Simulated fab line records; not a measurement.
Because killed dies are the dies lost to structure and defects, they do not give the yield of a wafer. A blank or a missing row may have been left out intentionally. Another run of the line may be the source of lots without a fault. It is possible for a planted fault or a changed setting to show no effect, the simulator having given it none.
fab line records	flow n5-finfet
[record] lots = 6	wafers = 18	last-day = 16
route steps=1938 shown HKMG_FIN@409 BEOL_M4@1111 PASSIVATION@1936
lots that met no fault: from a run of the same line without faults
start-h: hours from the record's opening day to when the first of the lot's shown wafers began	wait-h: hours from the lot's prior step to this one	" as in the row above	L1.1+2: a single row standing in for several wafers	- no value, or no start given	* or withheld: withheld	< > ~ a bound
route shown NAME@n: a module of which the file shows steps, and the number in the route of the first	usual: mean/standard deviation of fault-free wafers	same: alike in all rows	chamber/n: place in a boat	sites: each site's reading	_std_site: how widely they spread, as a standard deviation	_edge_site: outer sites' mean less inner sites'	radius-mm: for every site, how far away it sits from the centre of the wafer	mask NAME#n: copy n	behind: tool/chamber where the wafer was last shaped	hold: the reason the lot was held/the length of the hold in hours/how it ended	device: the transistor (n, p or np) that didn't switch	end of line: the route-end tests of the same wafers	a step with no rows: only its recipe	killed: the dies lost at the first sort to structure and to defects; this is not the yield of the wafer	map: a wafer's dies, marking killed ones x, the rest . and places with no die _
set.NAME: the run value of the setting; set.NAME@STEP: its run value at that earlier step	model.NAME: the simulator's own value behind a step, which no gauge read
lots seen at some steps along the route; tables by step, rows by wafer
services: from which hour (start-h, from the record's first day; less than 0 if before it) a tool's chamber was out of use, for how many hours, and why
[[steps]]
[step N5_HKMG_FIN_STRIP_60]
[recipe] chemistry = N2/H2	power-w = 2500	temp-c = 300	h2-frac = 0.65	time-s = 360	pressure-mtorr = withheld	n2-flow-sccm = 1750	h2-flow-sccm = 3250
[usual] drypump-motor-current-A = 5.5/0.38	heater-power-w = 461/31
lot.wafer	tool	chamber	start-h	wait-h	drypump-motor-current-A	heater-power-w	rf-hours-counter-h
L202.2	plasma-asher-01	0	85.50	0.3	6.2	409	96
L202.4	"	1	"	"	5.0	503	-
L202.5	"	1	"	"	4.9	494	-
L210.2	plasma-asher-01	0	133.53	0.0	6.2	406	106
L210.5	"	0	"	"	6.1	397	-
L210.6	"	1	"	"	5.0	485	-
L212.3	plasma-asher-01	0	153.66	0.1	6.2	403	-
L212.4	"	1	"	"	4.9	483	-
L212.6	"	1	"	"	4.9	479	-
L215.1	plasma-asher-02	1	166.98	0.0	5.6	471	52
L215.3	"	0	"	"	5.5	460	-
L215.5	"	0	"	"	5.5	463	-
L217.1	plasma-asher-02	1	174.52	0.0	5.6	469	54
L217.3	"	0	"	"	5.5	467	-
L217.5	"	0	"	"	5.5	457	-
L218.1	plasma-asher-02	1	181.34	0.0	5.6	472	56
L218.3	"	0	"	"	5.5	450	-
L218.4	"	1	"	"	5.6	466	-
[step N5_HKMG_FIN_WET_ETCH_77]
[recipe] chemistry = dHCl	mix = 1:10000	temp-c = 25	target = La2O3	stop-on = HfO2	target-depth-nm = 2
[step N5_HKMG_FIN_WET_ETCH_78]
[recipe] chemistry = dNH4OH	mix = 1:50	temp-c = 25	target = Al2O3	stop-on = La2O3	target-depth-nm = 4.5	dry = ipa-marangoni	rinse-time-s = 30	rinse-temp-c = 23
[step N5_HKMG_FIN_ALD_79]
[recipe] material = TiN	target-thk-a = 15	temp-c = 400	ald-precursor-family = TiCl4	ald-co-reactant = NH3	pulse-time-s = 1	purge-time-s = 3	co-reactant-purge-time-s = 2	co-reactant-pulse-time-s = 2	ald-cycles = 68	pressure-torr = 3
[usual] ald-cycles = 68/0	heater-power-outer-w = 566/49	heater-power-w = 885/64	precursor-pulse-height-rel = 1.001/0.019	susceptor-temp-C = 400.01/0.22
lot.wafer	tool	chamber	start-h	wait-h	ald-cycles	heater-power-outer-w	heater-power-w	precursor-pulse-height-rel	susceptor-temp-C
L202.2	ald-metal-01	0	85.99	0.0	68	564	847	0.981	399.94
L202.4	"	2	"	"	68	472	817	1.005	399.95
L202.5	"	0	"	"	68	555	870	0.980	399.82
L210.2	ald-metal-04	3	134.02	0.0	68	520	842	0.966	400.14
L210.5	"	2	"	"	68	630	1016	0.966	399.83
L210.6	"	1	"	"	68	557	866	0.987	400.08
L212.3	ald-metal-01	0	154.02	0.0	68	566	865	1.022	399.98
L212.4	"	3	"	"	68	602	930	0.993	399.72
L212.6	"	2	"	"	68	476	781	1.005	399.79
L215.1	ald-metal-04	0	167.47	0.0	68	592	852	1.011	400.10
L215.3	"	2	"	"	68	646	978	1.010	400.20
L215.5	"	1	"	"	68	567	886	0.988	400.33
L217.1	ald-metal-03	0	175.02	0.0	68	531	786	0.978	399.67
L217.3	"	3	"	"	68	569	884	1.025	399.91
L217.5	"	0	"	"	68	533	788	0.997	399.87
L218.1	ald-metal-01	3	181.83	0.0	68	618	897	0.990	400.24
L218.3	"	1	"	"	68	553	870	1.011	399.91
L218.4	"	2	"	"	68	482	792	1.028	400.19
[step N5_HKMG_FIN_CVD_62]
[recipe] material = a-Si	target-thk-a = 30	temp-c = 500	precursor = Si2H6	pressure-torr = 1	time-s = 20.8
[usual] heater-power-outer-w = 984/56	heater-power-w = 1470/100	susceptor-temp-C = 500.02/0.24
lot.wafer	tool	chamber	start-h	wait-h	heater-power-outer-w	heater-power-w	susceptor-temp-C
L202.2	thermal-cvd-si-02	2	86.35	0.2	1003	1485	500.07
L202.4	"	0	"	"	950	1316	499.77
L202.5	"	1	"	"	1018	1554	500.39
L210.2	thermal-cvd-si-02	1	134.38	0.2	1010	1601	500.20
L210.5	"	2	"	"	968	1512	500.27
L210.6	"	1	"	"	1029	1567	500.09
L212.3	thermal-cvd-si-02	1	154.39	0.2	1014	1580	499.87
L212.4	"	1	"	"	1011	1634	499.81
L212.6	"	2	"	"	986	1483	499.97
L215.1	thermal-cvd-si-02	1	167.83	0.2	1035	1539	500.06
L215.3	"	0	"	"	970	1248	500.29
L215.5	"	1	"	"	1033	1598	499.83
L217.1	thermal-cvd-si-02	2	175.38	0.2	987	1493	500.43
L217.3	"	1	"	"	1004	1609	499.47
L217.5	"	0	"	"	945	1283	500.07
L218.1	thermal-cvd-si-01	2	182.19	0.2	975	1425	499.81
L218.3	"	0	"	"	873	1477	500.17
L218.4	"	2	"	"	1011	1441	499.83
[step N5_HKMG_FIN_RTA_80]
[recipe] temp-c = withheld	time-s = 2	ambient = N2	idle-temp-c = 600	ramp-up-c-per-s = 150	ramp-down-c-per-s = 60	cool-to-c = 600
[step N5_HKMG_FIN_PRECLEAN_64]
[recipe] chemistry = dHF	time-s = 30	temp-c = 25	dilution = withheld
[step N5_HKMG_FIN_WET_ETCH_65]
[recipe] chemistry = TMAH	temp-c = 70	conc-wt-pct = 5	target = a-Si	stop-on = TiN	time-s = 49	target-depth-nm = 3
[step N5_HKMG_FIN_WET_ETCH_81]
[recipe] chemistry = SC1	target = TiN	stop-on = HfO2	mix = 1:1:5	temp-c = 60	time-s = 57	target-depth-nm = 6
[step N5_HKMG_FIN_WET_ETCH_82]
[recipe] chemistry = dHCl	mix = 1:10000	temp-c = 25	target = La2O3	stop-on = HfO2	target-depth-nm = 2	dry = ipa-marangoni	rinse-time-s = 30	rinse-temp-c = 23
[step N5_HKMG_FIN_ALD_36]
[recipe] material = TiN	target-thk-a = 10	temp-c = 400	ald-precursor-family = TiCl4	ald-co-reactant = NH3	pulse-time-s = 1	purge-time-s = 3	co-reactant-purge-time-s = 2	co-reactant-pulse-time-s = 2	ald-cycles = 47	pressure-torr = 3
[usual] ald-cycles = 47/0	heater-power-outer-w = 576/47	heater-power-w = 899/71	precursor-pulse-height-rel = 1.001/0.02	susceptor-temp-C = 399.99/0.22
lot.wafer	tool	chamber	start-h	wait-h	ald-cycles	heater-power-outer-w	heater-power-w	precursor-pulse-height-rel	susceptor-temp-C
L202.2	ald-metal-03	0	86.75	0.0	47	533	815	0.993	400.20
L202.4	"	1	"	"	47	625	1032	1.024	399.89
L202.5	"	3	"	"	47	580	891	0.981	399.90
L210.2	ald-metal-04	2	134.78	0.0	47	635	959	0.987	400.24
L210.5	"	0	"	"	47	583	870	1.023	399.68
L210.6	"	1	"	"	47	565	863	0.980	399.94
L212.3	ald-metal-04	3	154.78	0.0	47	526	841	0.992	400.44
L212.4	"	1	"	"	47	555	869	0.949	399.66
L212.6	"	3	"	"	47	526	823	1.001	400.29
L215.1	ald-metal-03	1	168.23	0.0	47	630	1014	1.015	400.21
L215.3	"	0	"	"	47	536	788	0.982	400.06
L215.5	"	3	"	"	47	562	887	1.019	399.90
L217.1	ald-metal-04	2	175.78	0.0	47	631	990	0.959	400.02
L217.3	"	3	"	"	47	516	831	1.009	400.04
L217.5	"	2	"	"	47	639	1002	0.991	399.86
L218.1	ald-metal-04	3	182.59	0.0	47	526	825	0.998	399.84
L218.3	"	0	"	"	47	582	854	0.984	400.28
L218.4	"	2	"	"	47	637	982	1.003	399.87
[step N5_HKMG_FIN_THK_MEAS_70]
[recipe] thk-meas-gauge = xrf	reads = HfO2_of_HKMG_FIN_HK_ALD_01
[usual] HK_THK = 1.569/0.019
lot.wafer	tool	chamber	start-h	wait-h	HK_THK[nm]
L202.2	film-metro-01	-	87.03	0.2	1.549
L202.4	"	-	"	"	1.571
L202.5	"	-	"	"	1.536
L210.2	film-metro-01	-	135.07	0.2	1.582
L210.5	"	-	"	"	1.586
L210.6	"	-	"	"	1.587
L212.3	film-metro-02	-	155.07	0.2	1.605
L212.4	"	-	"	"	1.564
L212.6	"	-	"	"	1.595
L215.1	film-metro-02	-	168.51	0.2	1.523
L215.3	"	-	"	"	1.569
L215.5	"	-	"	"	1.585
L217.1	film-metro-01	-	176.06	0.2	1.570
L217.3	"	-	"	"	1.560
L217.5	"	-	"	"	1.569
L218.1	film-metro-02	-	182.87	0.2	1.524
L218.3	"	-	"	"	1.593
L218.4	"	-	"	"	1.546
[step N5_HKMG_FIN_PWFM_ALD_03]
[recipe] material = TiN	target-thk-a = 20	temp-c = 400	ald-precursor-family = TiCl4	ald-co-reactant = NH3	pulse-time-s = 1	purge-time-s = 3	co-reactant-purge-time-s = 2	co-reactant-pulse-time-s = 2	ald-cycles = 91	pressure-torr = 3
[usual] ald-cycles = 91/0	heater-power-outer-w = 583/49	heater-power-w = 909/77	precursor-pulse-height-rel = 0.997/0.021	susceptor-temp-C = 400.03/0.24
lot.wafer	tool	chamber	start-h	wait-h	ald-cycles	heater-power-outer-w	heater-power-w	precursor-pulse-height-rel	susceptor-temp-C
L202.2	ald-metal-03	3	87.06	0.0	91	575	883	0.980	400.03
L202.4	"	0	"	"	91	526	797	1.007	399.97
L202.5	"	2	"	"	91	636	998	0.992	400.20
L210.2	ald-metal-03	1	135.10	0.0	91	633	1032	1.005	399.99
L210.5	"	2	"	"	83	635	1022	1.042	-
L210.6	"	1	"	"	91	630	1012	1.020	400.14
L212.3	ald-metal-03	2	155.10	0.0	91	644	996	0.984	400.02
L212.4	"	1	"	"	83	612	1024	0.991	-
L212.6	"	3	"	"	91	568	900	0.982	399.79
L215.1	ald-metal-04	1	168.55	0.0	91	552	885	0.971	399.68
L215.3	"	0	"	"	91	580	884	1.029	399.86
L215.5	"	1	"	"	91	557	836	1.045	400.21
L217.1	ald-metal-04	0	176.10	0.0	91	582	872	0.998	400.51
L217.3	"	1	"	"	91	552	871	0.999	399.60
L217.5	"	0	"	"	91	578	876	0.990	399.97
L218.1	ald-metal-01	2	182.91	0.0	91	473	803	1.001	399.81
L218.3	"	1	"	"	91	529	855	0.962	400.46
L218.4	"	0	"	"	91	552	876	0.992	399.94
[step N5_HKMG_FIN_COAT_29]
[recipe] resist = SOC	temp-c = 250	time-s = 60	spin-rpm = 1500	resist-thk-nm = 300
[step N5_BEOL_M4_RC_MEAS_101]
[usual] DIBL_N = 35.4/2.1	DIBL_P = 34.8/2.6	IOFF_N = 0.15/0.037	IOFF_P = 0.19/0.037	ION_N = 677/16	ION_P = 462/9.3	SS_N = 71.4/0.75	SS_P = 72.9/0.77	VT_N = 250/3.7	VT_P = -251/3.5
lot.wafer	tool	chamber	start-h	wait-h	DIBL_N[mV/V]	DIBL_P[mV/V]	IOFF_N[nA/um]	IOFF_P[nA/um]	ION_N[uA/um]	ION_P[uA/um]	SS_N[mV/dec]	SS_P[mV/dec]	VT_N[mV]	VT_P[mV]
L202.2	prober-01	0	198.12	0.2	36.1	34.5	0.15	0.15	680	452	72.3	72.6	248	-255
L202.4	"	0	"	"	35.3	34.0	0.13	0.15	668	451	71.5	72.6	251	-257
L202.5	"	0	"	"	36.5	35.2	0.15	0.17	685	459	71.9	73.0	249	-250
L210.2	prober-01	0	231.49	0.8	37.8	36.2	0.17	0.22	672	460	71.9	73.0	250	-248
L210.5	"	0	"	"	36.2	34.3	0.14	0.16	684	456	71.4	72.4	248	-256
L210.6	"	0	"	"	36.7	34.1	0.15	0.20	675	460	71.2	72.7	247	-251
L212.3	prober-02	0	258.64	0.3	32.9	32.4	0.14	0.18	687	467	70.5	72.3	247	-249
L212.4	"	0	"	"	33.6	32.4	0.14	0.14	691	458	71.7	72.3	247	-259
L212.6	"	0	"	"	37.6	36.2	0.22	0.23	688	464	72.7	73.0	245	-248
L215.1	prober-02	0	260.65	0.0	36.6	35.0	0.14	0.18	642	445	71.3	73.3	252	-255
L215.3	"	0	"	"	35.0	32.9	0.11	0.13	649	440	71.7	71.8	257	-259
L215.5	"	0	"	"	38.2	37.5	0.18	0.20	656	450	72.4	73.2	252	-254
L217.1	prober-01	0	269.81	0.0	33.0	32.2	0.12	0.15	667	451	71.0	72.1	253	-254
L217.3	"	0	"	"	36.1	35.6	0.17	0.19	693	462	71.9	72.9	252	-252
L217.5	"	0	"	"	34.8	35.3	0.15	0.19	678	465	70.8	73.2	252	-252
L218.1	prober-01	0	283.59	0.0	34.0	34.2	0.12	0.17	682	463	71.2	73.4	255	-253
L218.3	"	0	"	"	36.5	36.7	0.16	0.20	683	460	70.8	73.9	249	-251
L218.4	"	0	"	"	32.3	32.6	0.11	0.16	661	461	70.5	72.2	256	-252
[step N5_PASSIVATION_PROBE_49]
[usual] defect-limited-yield = 90.5/1.7	killed_at_M0_to_M3 = 37/12	killed_at_M4_up = 14/5.2	killed-at-contacts = 12/5.9	killed-at-front-end = 45/14	killed-at-other = 3.5/2.8	killed-dies = 112/21	killed-open = 73/15	killed-short = 36/8.9	sort_bin_5_function = 5.6/1.2	sort_bin_6_memory = 3.5/0.68	sort_bin_8_speed = 0.01/0.1	sort-n-pass = 1068/21	sort-yield-pct = 90.5/1.8
[same] gross-dies = 1180	killed-at-back-side = 0	sort_bin_4_leakage[%] = 0
lot.wafer	tool	chamber	start-h	wait-h	defect-limited-yield[%]	killed_at_M0_to_M3	killed_at_M4_up	killed-at-contacts	killed-at-front-end	killed-at-other	killed-dies	killed-open	killed-short	sort_bin_5_function[%]	sort_bin_6_memory[%]	sort_bin_8_speed[%]	sort-n-pass	sort-yield-pct[%]
L218.1	prober-01	-	391.45	0.0	88.1	47	12	12	65	5	141	93	45	7.2	4.5	0	1039	88.1
L218.3	prober-01	-	391.55	0.1	89.3	45	13	15	51	2	126	92	30	6.4	4.2	0	1054	89.3
L218.4	prober-01	-	391.60	0.2	87.9	52	13	10	60	8	143	102	38	7.0	4.7	0	1037	87.9
// killed by level:class
L218.1 STI_FIN_REVEAL:geometric-particle:open=28 STI_FIN_REVEAL:geometric-particle:short=11 MOL_CONTACT_COAG:geometric-particle:open=9 BEOL_M3:geometric-particle:open=9 BEOL_M2:geometric-particle:open=8 FIN_SAQP:geometric-particle:short=8 BEOL_M0_SAQP:geometric-particle:open=8 BEOL_M0_SAQP:geometric-particle:short=7
L218.3 STI_FIN_REVEAL:geometric-particle:open=22 MOL_CONTACT_COAG:geometric-particle:open=12 BEOL_M3:geometric-particle:open=11 BEOL_M0_SAQP:geometric-particle:open=10 BEOL_M0_SAQP:geometric-particle:short=9 DUMMY_GATE:geometric-particle:open=5 BEOL_M0:geometric-particle:open=5 BEOL_M2:geometric-particle:open=5
L218.4 STI_FIN_REVEAL:geometric-particle:open=23 FIN_SAQP:geometric-particle:open=11 BEOL_M3:geometric-particle:open=10 BEOL_M0_SAQP:geometric-particle:short=10 MOL_CONTACT_COAG:geometric-particle:open=9 BEOL_M0_SAQP:geometric-particle:open=9 BEOL_M2:geometric-particle:open=7 BEOL_M4:geometric-particle:open=7
[[services]]
tool	chamber	start-h	hours	kind
ald-metal-03	-	68.37	2.9	repair
thermal-cvd-si-01	0	75.52	8.1	repair
plasma-asher-02	-	84.93	11.0	repair
thermal-cvd-si-02	-	121.03	0.7	repair
ald-metal-04	0	122.42	2.0	repair
ald-metal-03	0	127.05	11.6	repair
ald-metal-04	0	138.99	24.5	repair
ald-metal-04	3	140.65	11.8	repair
thermal-cvd-si-02	-	162.38	2.8	pm
[[key]]
[first-sign] step = N5_HKMG_FIN_PWFM_ALD_03	reading = ald-cycles	direction = down	sigmas = 99+	usual = *	struck = *
effect none on later readings
met-at N5_HKMG_FIN_PWFM_ALD_03
struck-wafers L210.5,L212.4
onset-between 87.06 135.10
[fault] kind = process-parameter-drift	tool = ald-metal-03	chamber = -	onset-h = 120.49	steps = N5_HKMG_FIN_PWFM_ALD_03	channel = ald-cycles	offset = *	shape = step	end-h = 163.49	scope = struck-wafers-only	acts-in = *	stated = *
